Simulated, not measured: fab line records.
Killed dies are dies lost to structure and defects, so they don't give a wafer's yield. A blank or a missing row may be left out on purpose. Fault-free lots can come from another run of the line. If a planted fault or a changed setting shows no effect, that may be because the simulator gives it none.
Split-lot experiment    flow n5-finfet    39 wafers read across 7 lots, on a route 1938 steps long

## SPLIT DETAILS
At N5_HKMG_FIN_ETCH_31 (etches SiARC in CF4, target depth 45.5 nm, time 75.8 s), the setting bias-w was moved away from the recipe's 36 W on 12 of the 39 wafers read, by +5.9% to +17.1%. All remaining wafers had this setting at the recipe value.

The reading is taken at the split's own step.

## THE READING
rf-vpp-V, in V, at N5_HKMG_FIN_ETCH_31 (etches SiARC in CF4, target depth 45.5 nm, time 75.8 s). On this fab line, fault-free wafers typically give 184.1 V with a standard deviation of 1.2 V.

wafer   tool, chamber at the split  bias-w as run, W  against the recipe  rf-vpp-V, V  against lot-mates on the recipe
L074.1  rie-diel-03, 2              36                recipe              182.2        -
L074.2  rie-diel-03, 0              36                recipe              184.6        -
L074.3  rie-diel-03, 1              36                recipe              185.3        -
L074.4  rie-diel-03, 0              39.25             +9.0%               196.1        +12.1
L074.5  rie-diel-03, 2              39.25             +9.0%               191.6        +7.6
L074.6  rie-diel-03, 1              39.25             +9.0%               195.0        +11.0
L076.1  rie-diel-05, 0              36                recipe              186.0        -
L076.2  rie-diel-05, 3              36                recipe              184.2        -
L076.3  rie-diel-05, 1              36                recipe              182.2        -
L076.4  rie-diel-05, 2              36                recipe              184.0        -
L076.5  rie-diel-05, 3              36                recipe              184.8        -
L076.6  rie-diel-05, 0              36                recipe              186.4        -
L080.4  rie-diel-05, 1              36                recipe              183.2        -
L080.5  rie-diel-05, 0              36                recipe              184.7        -
L080.6  rie-diel-05, 3              36                recipe              184.2        -
L086.1  rie-diel-05, 2              42.16             +17.1%              204.2        +19.7
L086.2  rie-diel-05, 1              42.16             +17.1%              202.3        +17.8
L086.3  rie-diel-05, 3              36                recipe              183.4        -
L086.4  rie-diel-05, 0              36                recipe              185.2        -
L086.5  rie-diel-05, 2              36                recipe              185.0        -
L086.6  rie-diel-05, 3              42.16             +17.1%              204.3        +19.8
L090.1  rie-diel-05, 3              36                recipe              183.8        -
L090.2  rie-diel-05, 2              38.13             +5.9%               192.0        +7.8
L090.3  rie-diel-05, 1              38.13             +5.9%               188.9        +4.7
L090.4  rie-diel-05, 0              36                recipe              184.3        -
L090.5  rie-diel-05, 3              36                recipe              184.6        -
L090.6  rie-diel-05, 0              38.13             +5.9%               191.9        +7.7
L092.1  rie-diel-03, 0              36                recipe              184.6        -
L092.2  rie-diel-03, 1              36                recipe              183.9        -
L092.3  rie-diel-03, 3              36                recipe              182.6        -
L092.4  rie-diel-03, 2              36                recipe              182.6        -
L092.5  rie-diel-03, 2              36                recipe              182.4        -
L092.6  rie-diel-03, 3              36                recipe              183.4        -
L094.1  rie-diel-03, 0              36                recipe              185.8        -
L094.2  rie-diel-03, 1              36                recipe              184.6        -
L094.3  rie-diel-03, 2              36                recipe              182.9        -
L094.4  rie-diel-03, 0              38.62             +7.3%               193.9        +9.5
L094.5  rie-diel-03, 2              38.62             +7.3%               191.1        +6.7
L094.6  rie-diel-03, 1              38.62             +7.3%               192.1        +7.7

THE FIT
A straight line over all 39 wafers: rf-vpp-V changes by +1.14 V for each +1% of bias-w; r = +0.98; the points scatter about the line by 1.3 V.
The same after taking each lot's own level away (the mean of its wafers on the recipe; 39 wafers): +1.12 V for each +1%; r = +0.98; scatter 1.2 V.
Per that fit: largest bias-w move, reading shift of 19 V.
The lots' own levels span 183.25 to 184.60 V, that is 1.1 times the standard deviation above.
Hence the lot-to-lot level has little effect on the slope; both slopes agree.
Check: +18.9 V against its lot-mates is what the line predicts for one of the wafers moved furthest among these (+17.1%) when that wafer is left out of the fit. Against them it came out at +19.7 V.
Tool readings at the split's step, against how far the setting was moved: rf-vpp-V r = +0.98.

## ADDITIONAL SPLITS CARRIED BY THESE WAFERS
Before the reading, these wafers also passed through other splits. Each is held against what the fit with the lots' levels taken away leaves over:
other split on the same wafers    wafers away from the commonest value  r with rf-vpp-V (lot level and that fit taken away)
N5_DUMMY_GATE_EXPOSE_12 dose-mj   15                                    +0.09
N5_HKMG_FIN_HK_ALD_01 ald-cycles  15                                    -0.04

## FILE'S OWN FIT
rf-vpp-V changes by +1.11 V for each +1% of bias-w, r = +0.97.
